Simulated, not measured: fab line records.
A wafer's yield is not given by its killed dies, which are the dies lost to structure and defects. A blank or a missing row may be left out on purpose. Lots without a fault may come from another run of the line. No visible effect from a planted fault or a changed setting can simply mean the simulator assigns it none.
Split-lot trial | flow n5Finfet | on a route of 1938 steps: 7 lots, 21 wafers read

== THE SPLIT ==
At N5_BEOL_M2_EXPOSE_08 (exposes mask M2), the setting doseMj was moved away from the recipe's 41.25 on 4 of the 21 wafers read, by -4.2% to +7.3%. The other wafers ran this setting at the recipe's value.

== FROM THE SPLIT TO THE READING: what the file shows between them, 13 steps ==
- N5_BEOL_M2_PEB_09: peb time 60 s
- N5_BEOL_M2_DEVELOP_10: develop time 30 s
- N5_BEOL_M2_DESCUM_16: chemistry O2, time 7 s
- N5_BEOL_M2_ETCH_74: etches underlayer in N2/H2, target depth 6.5 nm, time 5.2 s
- N5_BEOL_M2_ETCH_63: etches SiARC in CF4, target depth 15.6 nm, time 26 s
- N5_BEOL_M2_ETCH_64: etches SOC in N2/H2, target depth 75 nm, overetch 22.5 nm, time 121.9 s
- N5_BEOL_M2_STRIP_65: strips in N2/H2
- N5_BEOL_M2_STRIP_75: strips in N2/H2
- N5_BEOL_M2_STRIP_66: strips in CF4
- N5_BEOL_M2_HM_OPEN_17: chemistry Cl2/BCl3, target TiN, target depth 20 nm, overetch 6 nm
- N5_BEOL_M2_STRIP_19: strips in O2
- N5_BEOL_M2_PRECLEAN_42: cleans in residue remover, time 60 s
- N5_BEOL_M2_SRD_43: time 30 s

== THE READING ==
cdNm, in nm, at N5_BEOL_M2_CD_MEAS_35 (target cd 18 nm, target cd y 22.2 nm). Typical for fault-free wafers on this fab line: 18.07 nm, with standard deviation 0.29 nm.

wafer  | tool, chamber at the split | doseMj as run | against the recipe | cdNm, nm | against lot-mates on the recipe
L083.1 | euvScanner-02, 0           | 41.25         | recipe             | 17.64    | -
L083.3 | euvScanner-02, 0           | 41.25         | recipe             | 17.66    | -
L083.6 | euvScanner-02, 0           | 44.25         | +7.3%              | 18.90    | +1.25
L085.1 | euvScanner-01, 0           | 41.25         | recipe             | 17.92    | -
L085.5 | euvScanner-01, 0           | 39.52         | -4.2%              | 17.35    | -0.77
L085.6 | euvScanner-01, 0           | 41.25         | recipe             | 18.33    | -
L086.2 | euvScanner-01, 0           | 42.95         | +4.1%              | 18.50    | +0.58
L086.4 | euvScanner-01, 0           | 41.25         | recipe             | 18.21    | -
L086.6 | euvScanner-01, 0           | 41.25         | recipe             | 17.63    | -
L089.1 | euvScanner-02, 0           | 41.25         | recipe             | 17.88    | -
L089.3 | euvScanner-02, 0           | 41.25         | recipe             | 17.85    | -
L089.5 | euvScanner-02, 0           | 41.25         | recipe             | 17.77    | -
L093.1 | euvScanner-02, 0           | 41.25         | recipe             | 18.13    | -
L093.4 | euvScanner-02, 0           | 41.25         | recipe             | 17.91    | -
L093.6 | euvScanner-02, 0           | 42.9          | +4.0%              | 18.52    | +0.50
L079.1 | euvScanner-02, 0           | 41.25         | recipe             | 18.03    | -
L079.2 | euvScanner-02, 0           | 41.25         | recipe             | 17.88    | -
L079.3 | euvScanner-02, 0           | 41.25         | recipe             | 17.94    | -
L096.1 | euvScanner-02, 0           | 41.25         | recipe             | 17.82    | -
L096.3 | euvScanner-02, 0           | 41.25         | recipe             | 17.83    | -
L096.5 | euvScanner-02, 0           | 41.25         | recipe             | 17.92    | -

THE FIT
A straight line over all 21 wafers: cdNm changes by +0.14 nm for each +1% of doseMj; r = +0.87; the points scatter about the line by 0.18 nm.
The same after taking each lot's own level away (the mean of its wafers on the recipe; 21 wafers): +0.163 nm for each +1%; r = +0.94; scatter 0.13 nm.
Per that fit: largest doseMj move, reading shift of 1.2 nm.
Across the lots, their own levels run from 17.650 to 18.125 nm, a range of 1.6 times the standard deviation given above.
In other words, the slope is changed by the lot-to-lot level; the two fits disagree.
Check: with one of the wafers moved furthest among these (+7.3%) left out of the fit, the line predicts +1.09 nm for it against its lot-mates. It came out at +1.25 nm against them.

== THE WHOLE CHAIN: every reading that the file lists as answering this split, in the file's order ==
step                  | what it does                                                            | reading                                                             | change (the file's fit)               | r (the file's)
N5_BEOL_M2_ETCH_74    | etches underlayer in N2/H2, target depth 6.5 nm, time 5.2 s             | BEOL_M2.cdOffsetNm (the simulator's own value, which no gauge read) | +0.157 nm for each +1% of the setting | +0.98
N5_BEOL_M2_ETCH_64    | etches SOC in N2/H2, target depth 75 nm, overetch 22.5 nm, time 121.9 s | BEOL_M2.cdOffsetNm (the simulator's own value, which no gauge read) | +0.171 nm for each +1% of the setting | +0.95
N5_BEOL_M2_HM_OPEN_17 | chemistry Cl2/BCl3, target TiN, target depth 20 nm, overetch 6 nm       | BEOL_M2.cdOffsetNm (the simulator's own value, which no gauge read) | +0.183 nm for each +1% of the setting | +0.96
N5_BEOL_M2_CD_MEAS_35 | target cd 18 nm, target cd y 22.2 nm                                    | cdNm                                                                | +0.161 nm for each +1% of the setting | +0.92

== FILE'S OWN FIT ==
cdNm changes by +0.161 nm for each +1% of doseMj, r = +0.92.
